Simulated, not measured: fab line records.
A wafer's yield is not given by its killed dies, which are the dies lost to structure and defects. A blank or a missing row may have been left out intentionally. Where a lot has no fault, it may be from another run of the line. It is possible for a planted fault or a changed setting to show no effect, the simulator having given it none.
Matching of chambers || flow n5_finfet || N5_FIN_SAQP_MANDREL_ETCH_22 on rie_si-04 has 4 sister chambers
The step etches a-Si in HBr/Cl2, stops on SiNx, target depth 60 nm, bt time 10 s, time 30 s. 8 wafers are shown with their chamber, then 12 later ones without.

EACH WAFER AND ITS CHAMBER
{"wafer": "L088.1", "chamber": 0, "throttle_valve_pct (%)": 35.2, "oes_product_au (a.u.)": 0.740}
{"wafer": "L089.2", "chamber": 2, "throttle_valve_pct (%)": 35.0, "oes_product_au (a.u.)": 0.785}
{"wafer": "L089.6", "chamber": 2, "throttle_valve_pct (%)": 35.0, "oes_product_au (a.u.)": 0.791}
{"wafer": "L090.5", "chamber": 3, "throttle_valve_pct (%)": 34.9, "oes_product_au (a.u.)": 0.786}
{"wafer": "L090.6", "chamber": 0, "throttle_valve_pct (%)": 35.2, "oes_product_au (a.u.)": 0.752}
{"wafer": "L092.1", "chamber": 3, "throttle_valve_pct (%)": 35.0, "oes_product_au (a.u.)": 0.777}
{"wafer": "L092.2", "chamber": 1, "throttle_valve_pct (%)": 35.4, "oes_product_au (a.u.)": 0.764}
{"wafer": "L092.5", "chamber": 1, "throttle_valve_pct (%)": 35.4, "oes_product_au (a.u.)": 0.772}

WAFERS WITHOUT THEIR CHAMBER
{"wafer": "L093.1", "throttle_valve_pct (%)": 35.0, "oes_product_au (a.u.)": 0.772}
{"wafer": "L093.4", "throttle_valve_pct (%)": 35.2, "oes_product_au (a.u.)": 0.756}
{"wafer": "L093.5", "throttle_valve_pct (%)": 35.4, "oes_product_au (a.u.)": 0.761}
{"wafer": "L095.4", "throttle_valve_pct (%)": 34.9, "oes_product_au (a.u.)": 0.808}
{"wafer": "L095.5", "throttle_valve_pct (%)": 34.9, "oes_product_au (a.u.)": 0.794}
{"wafer": "L095.6", "throttle_valve_pct (%)": 35.4, "oes_product_au (a.u.)": 0.776}
{"wafer": "L096.1", "throttle_valve_pct (%)": 35.2, "oes_product_au (a.u.)": 0.746}
{"wafer": "L096.3", "throttle_valve_pct (%)": 35.2, "oes_product_au (a.u.)": 0.756}
{"wafer": "L096.5", "throttle_valve_pct (%)": 35.2, "oes_product_au (a.u.)": 0.767}
{"wafer": "L097.2", "throttle_valve_pct (%)": 35.2, "oes_product_au (a.u.)": 0.759}
{"wafer": "L097.4", "throttle_valve_pct (%)": 35.4, "oes_product_au (a.u.)": 0.778}
{"wafer": "L097.5", "throttle_valve_pct (%)": 35.2, "oes_product_au (a.u.)": 0.761}

THE CHAMBER EACH PASSED THROUGH
{"wafer": "L093.1", "from the rows above": "can't be placed: 3 or 2", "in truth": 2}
{"wafer": "L093.4", "from the rows above": 0, "in truth": 0}
{"wafer": "L093.5", "from the rows above": 1, "in truth": 1}
{"wafer": "L095.4", "from the rows above": "can't be placed: 2 or 3", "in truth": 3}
{"wafer": "L095.5", "from the rows above": "can't be placed: 3 or 2", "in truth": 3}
{"wafer": "L095.6", "from the rows above": 1, "in truth": 1}
{"wafer": "L096.1", "from the rows above": 0, "in truth": 0}
{"wafer": "L096.3", "from the rows above": 0, "in truth": 0}
{"wafer": "L096.5", "from the rows above": 0, "in truth": 0}
{"wafer": "L097.2", "from the rows above": 0, "in truth": 0}
{"wafer": "L097.4", "from the rows above": 1, "in truth": 1}
{"wafer": "L097.5", "from the rows above": 0, "in truth": 0}
Correct placement for 9 of the 12. From these rows, 3 cannot be placed; in 3 the true chamber is one of the candidates. Placed wrongly: 0.
How it was worked out, from the rows above alone: a wafer's distance from a chamber is the root of the sum, over the readings, of the square of ((its reading less the chamber's mean) divided by the reading's scatter). If the next closest chamber is less than 2 further off than the closest, the wafer can't be placed; otherwise it belongs to the closest. The mean given for a chamber averages the wafers shown for that chamber. The scatter is the square root of a quotient: the sum, over the shown wafers, of each reading's squared deviation from its chamber's mean, divided by wafers minus chambers.
